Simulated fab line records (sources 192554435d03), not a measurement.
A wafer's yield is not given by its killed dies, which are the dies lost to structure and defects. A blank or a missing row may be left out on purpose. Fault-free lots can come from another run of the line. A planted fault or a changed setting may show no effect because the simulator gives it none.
Chamber matching / flow n5 finfet / N5_SDB_ETCH_17 on rie diel-04: 4 sister chambers
The step etches SiARC in CF4, target depth 23.4 nm, time 39 s. 14 wafers are shown with their chamber, then 7 later ones without.

## WAFERS, EACH WITH ITS CHAMBER
wafer=L080.3; chamber=1; throttle valve pct (%)=15.17; oes product au (a.u.)=0.77; showerhead plenum p Torr (Torr)=2.19
wafer=L080.4; chamber=0; throttle valve pct (%)=15.44; oes product au (a.u.)=0.78; showerhead plenum p Torr (Torr)=2.19
wafer=L080.5; chamber=3; throttle valve pct (%)=15.66; oes product au (a.u.)=0.60; showerhead plenum p Torr (Torr)=2.20
wafer=L085.3; chamber=0; throttle valve pct (%)=15.46; oes product au (a.u.)=0.76; showerhead plenum p Torr (Torr)=2.18
wafer=L085.5; chamber=3; throttle valve pct (%)=15.68; oes product au (a.u.)=0.58; showerhead plenum p Torr (Torr)=2.19
wafer=L085.6; chamber=0; throttle valve pct (%)=15.46; oes product au (a.u.)=0.76; showerhead plenum p Torr (Torr)=2.18
wafer=L087.1; chamber=1; throttle valve pct (%)=15.19; oes product au (a.u.)=0.75; showerhead plenum p Torr (Torr)=2.18
wafer=L087.2; chamber=0; throttle valve pct (%)=15.47; oes product au (a.u.)=0.75; showerhead plenum p Torr (Torr)=2.18
wafer=L087.3; chamber=2; throttle valve pct (%)=15.71; oes product au (a.u.)=0.71; showerhead plenum p Torr (Torr)=2.16
wafer=L092.2; chamber=2; throttle valve pct (%)=15.72; oes product au (a.u.)=0.70; showerhead plenum p Torr (Torr)=2.16
wafer=L092.4; chamber=0; throttle valve pct (%)=15.50; oes product au (a.u.)=0.74; showerhead plenum p Torr (Torr)=2.18
wafer=L092.5; chamber=1; throttle valve pct (%)=15.20; oes product au (a.u.)=0.74; showerhead plenum p Torr (Torr)=2.18
wafer=L094.1; chamber=0; throttle valve pct (%)=15.50; oes product au (a.u.)=0.74; showerhead plenum p Torr (Torr)=2.18
wafer=L094.3; chamber=2; throttle valve pct (%)=15.74; oes product au (a.u.)=0.69; showerhead plenum p Torr (Torr)=2.16

SIGNATURES, as means of the wafers listed above
reading=throttle valve pct; chamber 0=15.4717; chamber 1=15.1867; chamber 2=15.7233; chamber 3=15.6700; scatter within a chamber=0.02
reading=oes product au; chamber 0=0.7550; chamber 1=0.7533; chamber 2=0.7000; chamber 3=0.5900; scatter within a chamber=0.0142
reading=showerhead plenum p Torr; chamber 0=2.1817; chamber 1=2.1833; chamber 2=2.1600; chamber 3=2.1950; scatter within a chamber=0.00447
Rule: for a wafer and a chamber, the distance is found by dividing, reading by reading, the gap between the wafer's reading and the chamber's mean by the reading's scatter, squaring, summing and taking the root. The wafer belongs to the nearest chamber; if the next one is less than 2 further off, it can't be placed. The scatter: take each reading less its chamber's mean, square it, sum over the shown wafers, divide by the number of wafers less the number of chambers, and take the root.

## WAFERS WHOSE CHAMBER IS MISSING
wafer=L094.4; throttle valve pct (%)=15.21; oes product au (a.u.)=0.81; showerhead plenum p Torr (Torr)=2.19
wafer=L095.2; throttle valve pct (%)=15.22; oes product au (a.u.)=0.72; showerhead plenum p Torr (Torr)=2.18
wafer=L095.4; throttle valve pct (%)=15.20; oes product au (a.u.)=0.80; showerhead plenum p Torr (Torr)=2.19
wafer=L095.5; throttle valve pct (%)=15.21; oes product au (a.u.)=0.72; showerhead plenum p Torr (Torr)=2.18
wafer=L096.1; throttle valve pct (%)=15.51; oes product au (a.u.)=0.72; showerhead plenum p Torr (Torr)=2.18
wafer=L096.3; throttle valve pct (%)=15.75; oes product au (a.u.)=0.68; showerhead plenum p Torr (Torr)=2.16
wafer=L096.6; throttle valve pct (%)=15.51; oes product au (a.u.)=0.73; showerhead plenum p Torr (Torr)=2.18

## EACH ONE'S CHAMBER
wafer=L094.4; from the rows above=1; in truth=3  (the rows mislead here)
wafer=L095.2; from the rows above=1; in truth=1
wafer=L095.4; from the rows above=1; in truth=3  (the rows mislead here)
wafer=L095.5; from the rows above=1; in truth=1
wafer=L096.1; from the rows above=0; in truth=0
wafer=L096.3; from the rows above=2; in truth=2
wafer=L096.6; from the rows above=0; in truth=0
5 of 7 placed correctly. Can't be placed from these rows: 0. 2 placed wrongly.
